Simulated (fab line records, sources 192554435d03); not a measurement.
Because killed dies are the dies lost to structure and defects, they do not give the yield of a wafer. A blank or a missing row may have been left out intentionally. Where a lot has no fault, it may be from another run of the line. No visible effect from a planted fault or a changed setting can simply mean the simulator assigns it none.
Chamber matching | flow n5-finfet | 4 sister chambers for N5_BEOL_M6_ETCH_72 on rie-diel-05
The step etches underlayer in N2/H2, target depth 6.5 nm, time 5.2 s. 4 wafers are shown with their chamber, then 7 later ones without.

WAFERS WITH THEIR CHAMBER
wafer  | chamber | showerhead-plenum-p-Torr (Torr)
L399.3 | 2       | 2.66
L404.2 | 3       | 2.61
L410.3 | 0       | 2.35
L410.4 | 1       | 2.48

WAFERS WHOSE CHAMBER IS MISSING
wafer  | showerhead-plenum-p-Torr (Torr)
L410.5 | 2.48
L409.2 | 2.65
L409.4 | 2.48
L409.5 | 2.65
L417.3 | 2.34
L417.4 | 2.48
L417.5 | 2.34

EACH ONE'S CHAMBER
wafer  | from the rows above | in truth
L410.5 | 1                   | 1
L409.2 | 2                   | 2
L409.4 | 1                   | 1
L409.5 | 2                   | 2
L417.3 | 0                   | 0
L417.4 | 1                   | 1
L417.5 | 0                   | 0
Placed correctly: 7 of 7. Not placeable from these rows: 0. Number placed wrongly: 0.
How it was worked out, from the rows above alone: a wafer's distance from a chamber is the root of the sum, over the readings, of the square of ((its reading less the chamber's mean) divided by the reading's scatter). The wafer belongs to the nearest chamber; if the next one is less than 2 further off, it can't be placed. A chamber's mean is the mean of its shown wafers. The scatter: root of mean squared gap, hidden wafer to nearest shown wafer, with one shown wafer a chamber.
